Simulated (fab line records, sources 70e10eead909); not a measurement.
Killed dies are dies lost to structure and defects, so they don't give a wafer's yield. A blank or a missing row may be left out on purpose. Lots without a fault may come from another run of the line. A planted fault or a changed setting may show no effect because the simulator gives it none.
A struck lot beside a sound one | flow nand_harc | 16 steps out of a route of 1302
Sound: wafers L510.1, L510.3, L510.6. Struck: wafer L500.1. (L500.3 of the same lot was not struck and is left out.) The cause comes at the end.
At each step with rows: each side's tool, then ch and its chambers, then its first start. Under that, the readings that differ: sound wafers | struck wafers | difference of the means | sigmas: that difference in standard deviations of wafers without a fault.
alike: readings whose means differ by less than 2 such deviations, and words and numbers that are the same on both sides. not compared: withheld readings, readings that some wafer has no value for, bounds like >300 that may hide the same value, and numbers for which the record gives no deviation and whose values overlap.
The two part at a step that has a row with sigmas, a row that says differs or no value, or rows on one side only. Numbers that don't overlap but have no deviation are shown without sigmas and don't part them. A reading that every wafer of one side lacks parts them only if that side has two wafers or more.

NHARC_A_DECK1_JOINT_INSPECT_05:
  sound on defect_inspect-02, day 18 22:59; struck on defect_inspect-01, day 13 20:06
  alike: raw_defect_count
then, 1 step without rows for these wafers: NHARC_A_ONON_D2_DEP_00 (target thk 1000 nm).
NHARC_A_ONON_D2_THK_MEAS_02: measures by ellipsometry.
  sound on film_metro-02, day 18 23:34; struck on film_metro-01, day 13 20:41
  alike: thk_nm
then, 1 step without rows for these wafers: NHARC_A_ONON_D2_DEP_03 (target thk 1000 nm).
NHARC_A_ONON_D2_THK_MEAS_05: measures by ellipsometry.
  sound on film_metro-02, day 19 00:08; struck on film_metro-01, day 13 21:14
  alike: thk_nm
then, 1 step without rows for these wafers: NHARC_A_ONON_D2_DEP_06 (target thk 1000 nm).
NHARC_A_ONON_D2_THK_MEAS_08: measures by ellipsometry.
  sound on film_metro-01, day 19 00:42; struck on film_metro-02, day 13 21:49
  alike: thk_nm
then, 1 step without rows for these wafers: NHARC_A_ONON_D2_DEP_09 (target thk 1000 nm).
NHARC_A_ONON_D2_THK_MEAS_11: measures by ellipsometry.
  sound on film_metro-01, day 19 01:16; struck on film_metro-01, day 13 22:23
  alike: thk_nm
then, 1 step without rows for these wafers: NHARC_A_ONON_D2_DEP_12 (target thk 1000 nm).
NHARC_A_ONON_D2_THK_MEAS_14: measures by ellipsometry.
  sound on film_metro-01, day 19 01:50; struck on film_metro-02, day 13 22:56
  alike: thk_nm
then, 1 step without rows for these wafers: NHARC_A_ONON_D2_ANNEAL_15 (time 3600 s).
NHARC_A_ONON_D2_DEP_16: target thk 1000 nm.
  sound on pecvd_onon-03 ch 0, day 19 10:37; struck on pecvd_onon-03 ch 0, day 14 03:22
NHARC_A_ONON_D2_THK_MEAS_18: measures by ellipsometry.
  sound on film_metro-01, day 19 11:08; struck on film_metro-01, day 14 03:53
  reading     | sound       | struck | difference | sigmas
  thk_nm (nm) | 983 983 984 | 1809   | +826       | +69
then, 1 step without rows for these wafers: NHARC_A_ONON_D2_DEP_19 (target thk 1000 nm).
-- the record jumps here: 12 days lie between the struck wafers' starts before and after (it left off in module A_ONON_D2 and takes up again in module END, whose first step shown is number 1302 of the route) --
NHARC_END_SORT_01:
  sound on prober-02 ch 0, day 30 08:31; struck on prober-02 ch 0, day 25 16:53
  reading         | sound    | struck | difference | sigmas
  killed_at_array | 85 73 67 | 674    | +599       | +35
  killed_dies     | 89 79 70 | 677    | +598       | +33
  alike: killed_at_other, killed_at_periphery, killed_open, killed_short

WHERE THEY PART
First at NHARC_A_ONON_D2_THK_MEAS_18; last, within this record, at NHARC_END_SORT_01.

WHY: what the simulator had put in
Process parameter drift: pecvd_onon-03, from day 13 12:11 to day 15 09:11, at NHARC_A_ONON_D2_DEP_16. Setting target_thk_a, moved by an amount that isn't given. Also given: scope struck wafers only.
